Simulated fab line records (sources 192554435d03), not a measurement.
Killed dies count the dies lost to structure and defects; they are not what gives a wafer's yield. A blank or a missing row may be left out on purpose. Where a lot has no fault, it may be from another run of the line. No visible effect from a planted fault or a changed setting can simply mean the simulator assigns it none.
Which tool is to blame? -- flow n5 finfet -- 13 lots, 39 wafers sampled, at 4 steps of a route of 1938

## WHAT THE GAUGES READ, wafer by wafer
N5_FIN_SAQP_CD_MEAS_31: the cd target is 8 nm. Usual: cd nm 8.10 nm, standard deviation 0.21.
lot,measured,on,cd nm (nm),flag
L363,day 2 02:31,cd sem-02,8.06 7.95 8.23,
L364,day 2 08:37,cd sem-02,7.99 8.19 8.11,
L366,day 2 21:06,cd sem-02,7.84 7.97 7.73,
L367,day 3 04:15,cd sem-03,8.02 8.27 8.09,
L368,day 3 07:19,cd sem-01,8.22 8.33 8.20,
L369,day 3 13:43,cd sem-02,8.07 8.25 7.47,
L372,day 4 08:17,cd sem-03,8.16 8.44 8.21,
L374,day 4 23:58,cd sem-03,7.92 7.92 8.31,
L376,day 5 08:40,cd sem-02,7.98 8.02 8.03,
L377,day 5 13:40,cd sem-03,8.32 8.00 8.11,
L378,day 5 19:58,cd sem-02,7.79 7.98 7.74,
L380,day 6 10:41,cd sem-03,7.95 8.05 7.90,
L382,day 7 09:41,cd sem-01,8.06 7.95 8.20,

N5_FIN_CUT_CD_MEAS_08: the cd target is 29.1 nm. Usual: cd nm 29.00 nm, standard deviation 0.22.
lot,measured,on,cd nm (nm),flag
L363,day 2 03:32,cd sem-01,29.04 29.12 28.78,
L364,day 2 09:42,cd sem-01,28.66 29.08 28.76,
L366,day 2 22:07,cd sem-01,28.47 28.80 29.00,
L367,day 3 05:08,cd sem-03,29.01 28.90 29.00,
L368,day 3 08:19,cd sem-01,28.95 29.17 29.47,
L369,day 3 14:36,cd sem-01,29.21 29.35 29.08,
L372,day 4 09:10,cd sem-02,28.77 28.44 29.03,
L374,day 5 00:58,cd sem-01,29.20 29.19 29.22,
L376,day 5 09:34,cd sem-02,29.17 29.04 29.48,
L377,day 5 14:37,cd sem-03,28.96 28.83 28.95,
L378,day 5 20:53,cd sem-02,28.90 29.20 28.99,
L380,day 6 11:38,cd sem-01,29.25 29.14 29.10,
L382,day 7 10:38,cd sem-02,28.48 28.98 28.62,

N5_STI_FIN_REVEAL_CD_MEAS_22: target cd 6.238 nm, pitch 28 nm. Usual: cd nm 6.29 nm, standard deviation 0.24.
lot,measured,on,cd nm (nm),flag
L363,day 2 13:25,cd sem-01,5.94 6.40 5.99,
L364,day 2 19:56,cd sem-01,5.91 6.31 6.73,
L366,day 3 09:39,cd sem-02,6.37 6.40 6.12,
L367,day 3 14:59,cd sem-02,7.10 7.53 7.42,OFF
L368,day 3 18:41,cd sem-03,7.42 7.55 7.33,OFF
L369,day 4 00:14,cd sem-01,6.90 7.58 7.21,OFF
L372,day 4 19:01,cd sem-03,6.40 6.22 5.99,
L374,day 5 12:22,cd sem-01,6.46 5.92 6.53,
L376,day 5 20:24,cd sem-03,6.12 6.44 5.99,
L377,day 6 00:47,cd sem-02,6.27 6.06 6.52,
L378,day 6 06:50,cd sem-03,6.22 6.56 6.11,
L380,day 7 08:23,cd sem-01,6.11 6.42 6.32,
L382,day 7 20:41,cd sem-01,6.88 6.33 6.27,

## TOOL THAT RAN EACH LOT (tool first, then ch and the chambers of the sampled wafers, then the start)
lot,N5_STI_FIN_REVEAL_OXIDATION_31
L363,"plasma asher-02 ch 0,1, day 2 12:55"
L364,"plasma asher-02 ch 0, day 2 19:25"
L366,"plasma asher-01 ch 0,1, day 3 09:05"
L367,"plasma asher-01 ch 0,1, day 3 14:28"
L368,"plasma asher-01 ch 0,1, day 3 18:10"
L369,"plasma asher-01 ch 0,1, day 3 23:43"
L372,"plasma asher-01 ch 0,1, day 4 18:30"
L374,"plasma asher-01 ch 0,1, day 5 11:53"
L376,"plasma asher-01 ch 0,1, day 5 19:50"
L377,"plasma asher-02 ch 0,1, day 6 00:13"
L378,"plasma asher-01 ch 0,1, day 6 06:16"
L380,"plasma asher-01 ch 0,1, day 7 07:52"
L382,"plasma asher-01 ch 0,1, day 7 20:11"
- N5_STI_FIN_REVEAL_OXIDATION_31: chemistry O2 PLASMA REMOTE, time 20 s.

## WHAT THE TOOLS THEMSELVES READ (means of the sampled wafers that have a number; where no wafer has one, the mark that the record gives instead)
N5_STI_FIN_REVEAL_OXIDATION_31. Usual: chamber pressure mTorr 1000.1 mTorr, standard deviation 0.95; drypump motor current A 5.25 A, standard deviation 0.2; heater power w 148 W, standard deviation 8.4.
lot,tool,chamber pressure mTorr (mTorr),drypump motor current A (A),heater power w (W),flag
L363,plasma asher-02,999.8,5.35,157,
L364,plasma asher-02,1000.1,5.40,150,
L366,plasma asher-01,999.9,5.21,146,
L367,plasma asher-01,-,-,-,OFF
L368,plasma asher-01,-,-,-,OFF
L369,plasma asher-01,-,-,-,OFF
L372,plasma asher-01,1000.4,5.20,145,
L374,plasma asher-01,1000.2,5.06,139,
L376,plasma asher-01,1000.6,5.06,143,
L377,plasma asher-02,1000.2,5.36,156,
L378,plasma asher-01,999.9,5.22,144,
L380,plasma asher-01,999.9,5.21,146,
L382,plasma asher-01,999.9,5.05,140,

## THE ANSWER, worked out from the rows above alone
Rule: a lot is off if the mean of its wafers that have a number lies more than 3 standard deviations from the usual mean. Also off: a lot with no number at a reading for which 4 or more lots have one. All remaining lots with rows at the step are treated as sound. Order of review: gauges by route order, followed by the tools' own readings, for which a lot's mean as printed above is used. The first step at which some lot is off is used, and at that step the reading that is off furthest; a lot without a number counts as furthest.
Off at N5_STI_FIN_REVEAL_CD_MEAS_22 (cd nm): L367, L368, L369.
If a tool, at a process step before that reading, ran all the lots that are off and no sound lot after the first of them, it fits. The gauges at N5_STI_FIN_REVEAL_CD_MEAS_22 aren't tried: what is off there is off at N5_STI_FIN_REVEAL_OXIDATION_31 too, on other tools, and a gauge's error can't cause that. Of those tried, none fits.

## WHAT HAD BEEN PUT IN BY THE SIMULATOR
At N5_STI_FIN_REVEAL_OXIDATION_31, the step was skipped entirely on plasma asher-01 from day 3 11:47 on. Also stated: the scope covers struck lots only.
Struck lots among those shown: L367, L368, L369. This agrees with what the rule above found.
